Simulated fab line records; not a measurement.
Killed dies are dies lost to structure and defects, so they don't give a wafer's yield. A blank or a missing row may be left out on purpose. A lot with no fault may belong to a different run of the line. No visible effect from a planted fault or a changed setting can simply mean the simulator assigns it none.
Which tool did it? -- flow nand harc -- 7 lots, 21 wafers sampled, at 3 steps of a route of 1302

WHAT THE GAUGES READ, wafer by wafer
NHARC_P_M0_OVL_MEAS_10: pitch 180 nm.
lot,measured,on,overlay x nm (nm)
L290,day 6 18:49,overlay-01,1.3 1.4 1.5
L292,day 8 02:36,overlay-01,1.1 1.3 1.5
L295,day 9 09:34,overlay-02,0.2 0.2 -0.1
L300,day 10 23:49,overlay-01,0.9 0.8 0.6
L307,day 14 00:52,overlay-02,-1.2 -1.5 -1.1
L308,day 14 16:07,overlay-02,0.0 -0.5 -0.2
L311,day 15 13:23,overlay-02,1.9 1.0 1.2

TOOL THAT RAN EACH LOT (tool first, then ch and the chambers of the sampled wafers, then the start)
lot,NHARC_P_CONTACT_ALD_22,NHARC_P_M0_PEB_07
L290,"ald metal-03 ch 1,2, day 6 16:34","litho track-04 ch 0, day 6 18:38"
L292,"ald metal-04 ch 0,2,3, day 8 00:22","litho track-04 ch 0, day 8 02:25"
L295,"ald metal-04 ch 1,2,3, day 9 07:15","litho track-06 ch 0, day 9 09:23"
L300,"ald metal-04 ch 1,2,3, day 10 21:34","litho track-06 ch 0, day 10 23:38"
L307,"ald metal-04 ch 1,2, day 13 22:37","litho track-04 ch 0, day 14 00:41"
L308,"ald metal-03 ch 0,1,3, day 14 13:53","litho track-01 ch 0, day 14 15:56"
L311,"ald metal-04 ch 0,1,2, day 15 10:36","litho track-04 ch 0, day 15 13:13"
- NHARC_P_CONTACT_ALD_22: deposits TiN, target thk 3 nm, pulse time 1 s, ald cycles 150.
- NHARC_P_M0_PEB_07: peb time 65 s.

THE ANSWER, worked out from the rows above alone
Rule: what is usual is taken from the lots themselves. Put in order of their means at a reading, lots are off if they are a third of the lots or fewer, leave a main group of 4 or more, and stand apart from it by a gap of 3 or more times the standard deviation of the main group's means; of several such gaps the widest counts. A main group is skipped when, at the precision printed for the reading in the tables above, its means are all equal. Also off: a lot with no number at a reading for which 4 or more lots have one. Any other lot the step has rows for is counted as sound.
Across all readings shown, no lot is off: no conclusion can be drawn from this.

WHAT WAS PUT IN BY THE SIMULATOR
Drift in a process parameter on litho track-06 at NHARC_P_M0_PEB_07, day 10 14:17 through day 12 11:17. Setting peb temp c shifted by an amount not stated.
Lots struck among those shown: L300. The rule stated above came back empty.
